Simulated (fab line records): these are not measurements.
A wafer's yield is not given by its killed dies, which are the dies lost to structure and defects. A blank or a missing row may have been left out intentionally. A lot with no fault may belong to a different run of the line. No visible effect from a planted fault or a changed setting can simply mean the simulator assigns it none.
A lot that was struck, set against a sound lot    flow nand harc    33 steps out of a route of 1302
Sound: these wafers, L505.3, L505.5, L505.6. Struck: wafer L514.4 (left out: L514.1, L514.2 of the same lot, which were not struck); the cause appears at the end.
For every step that has rows: the tool of each side, followed by ch and its chambers, followed by its first start. Under that, the readings that differ: sound wafers    struck wafers    difference of the means    sigmas: that difference in standard deviations of wafers without a fault.
alike: a reading whose means differ by less than 2 such deviations, as well as words and numbers matching on both sides. not compared: withheld readings; readings where some wafer has no value; bounds like >300 that might hide an equal value; numbers whose values overlap and for which the record gives no deviation.
Wherever a step has rows on one side only, a row that says differs or no value, or a row with sigmas, the two part there. Non-overlapping numbers with no deviation appear without sigmas and do not part them. A reading missing from all wafers of one side parts the sides only when that side holds two or more wafers.

first, 11 steps without rows for these wafers: NHARC_A_CHANNEL_HOLE_D2_DEP_00 (deposits aC, target thk 3100 nm); NHARC_A_CHANNEL_HOLE_D2_DEP_01 (deposits SiON, target thk 140 nm); NHARC_A_CHANNEL_HOLE_D2_DEHYDRATE_02 (time 120 s); NHARC_A_CHANNEL_HOLE_D2_HMDS_03 (time 30 s); NHARC_A_CHANNEL_HOLE_D2_COAT_36 (time 75 s); NHARC_A_CHANNEL_HOLE_D2_COAT_37 (time 65 s); NHARC_A_CHANNEL_HOLE_D2_COAT_04 (resist thk 90 nm); NHARC_A_CHANNEL_HOLE_D2_SOFTBAKE_05 (time 55 s); NHARC_A_CHANNEL_HOLE_D2_EBR_06; NHARC_A_CHANNEL_HOLE_D2_EXPOSE_07 (exposes mask HOLE D2, target cd 100 nm); NHARC_A_CHANNEL_HOLE_D2_PEB_08 (peb time 65 s).
NHARC_A_CHANNEL_HOLE_D2_DEVELOP_09: develop time 35 s.
  sound on litho track-01 ch 0, day 16 10:00; struck on litho track-06 ch 0, day 19 22:00
  alike: resist line temp C
NHARC_A_CHANNEL_HOLE_D2_CD_MEAS_10: the cd target is 100 nm.
  sound on cd sem-01 ch 0, day 16 10:43; struck on cd sem-01 ch 0, day 19 22:05
reading     sound             struck  difference  sigmas
cd nm (nm)  100.5 99.9 100.3  102.2   +2.0        +4
NHARC_A_CHANNEL_HOLE_D2_DESCUM_15: chemistry O2, time 3 s.
  sound on rie diel-06 ch 0,2,3, day 16 10:55; struck on rie diel-11 ch 3, day 19 22:16
reading                             sound              struck  difference  sigmas
model.A_CHANNEL_HOLE_D2.cd nm (nm)  99.56 99.54 99.98  102.1   +2.4        
  alike: chamber pressure mTorr, drypump motor current A, oes product au, rf vpp V, showerhead plenum p Torr, throttle valve pct
  not compared: rf hours counter h
then, 16 steps without rows for these wafers: NHARC_A_CHANNEL_HOLE_D2_ETCH_38 (etches the open film in CF4, target depth 39 nm, time 65 s); NHARC_A_CHANNEL_HOLE_D2_ETCH_39 (etches the open film in N2/H2, target depth 260 nm, time 325 s); NHARC_A_CHANNEL_HOLE_D2_ETCH_34 (etches the open film in CF4/CHF3, target depth 154 nm, time 77 s); NHARC_A_CHANNEL_HOLE_D2_ETCH_16 (etches the open film in O2/COS, target depth 3100 nm, time 806 s); NHARC_A_CHANNEL_HOLE_D2_ETCH_19 (etches the open film in C4F8/O2/Ar, time 34.5 s); NHARC_A_CHANNEL_HOLE_D2_ETCH_20 (etches the open film in C4F8/O2/Ar, time 361.9 s, target depth 1600 nm); NHARC_A_CHANNEL_HOLE_D2_ETCH_21 (etches the open film in C4F8/O2/Ar, time 514.3 s, target depth 1600 nm); NHARC_A_CHANNEL_HOLE_D2_ETCH_22 (etches the open film in C4F8/O2/Ar, time 666.7 s, target depth 1600 nm); NHARC_A_CHANNEL_HOLE_D2_ETCH_23 (etches the open film in C4F8/O2/Ar, time 819 s, target depth 1600 nm); NHARC_A_CHANNEL_HOLE_D2_ETCH_24 (etches the open film in C4F8/O2/Ar, time 906.2 s, target depth 1500 nm); NHARC_A_CHANNEL_HOLE_D2_ETCH_25 (etches the open film in C4F8/O2/Ar, time 1040.2 s, target depth 1500 nm); NHARC_A_CHANNEL_HOLE_D2_ETCH_26 (etches the open film in C4F8/O2/Ar, time 224.1 s, target depth 300 nm); NHARC_A_CHANNEL_HOLE_D2_ETCH_27 (etches the open film in C4F8/O2/Ar, time 90 s, target depth 400 nm); NHARC_A_CHANNEL_HOLE_D2_STRIP_41 (strips in N2/H2); NHARC_A_CHANNEL_HOLE_D2_STRIP_42 (strips in CF4/CHF3); NHARC_A_CHANNEL_HOLE_D2_STRIP_43 (strips in O2/COS).
NHARC_A_CHANNEL_HOLE_D2_ETCH_44: etches the open film in CF4/O2, target depth 140 nm, overetch 14 nm, time 77 s.
  sound on rie diel-06 ch 0,1, day 16 19:35; struck on rie diel-11 ch 1, day 20 07:17
reading                             sound              struck  difference  sigmas
model.A_CHANNEL_HOLE_D2.cd nm (nm)  88.28 87.68 89.44  92.33   +3.86       
  alike: chamber pressure mTorr, drypump motor current A, oes product au, rf vpp V, showerhead plenum p Torr, throttle valve pct
  not compared: rf hours counter h
then, 1 step without rows for these wafers: NHARC_A_CHANNEL_HOLE_D2_STRIP_28 (strips in O2).
NHARC_END_SORT_01:
  the record has rows for the sound wafers here (prober-02 ch 0, day 27 15:40) and none for the struck ones

== WHERE THEY PART ==
First at NHARC_A_CHANNEL_HOLE_D2_CD_MEAS_10; last, within this record, at NHARC_END_SORT_01.

WHY: the cause the simulator had injected
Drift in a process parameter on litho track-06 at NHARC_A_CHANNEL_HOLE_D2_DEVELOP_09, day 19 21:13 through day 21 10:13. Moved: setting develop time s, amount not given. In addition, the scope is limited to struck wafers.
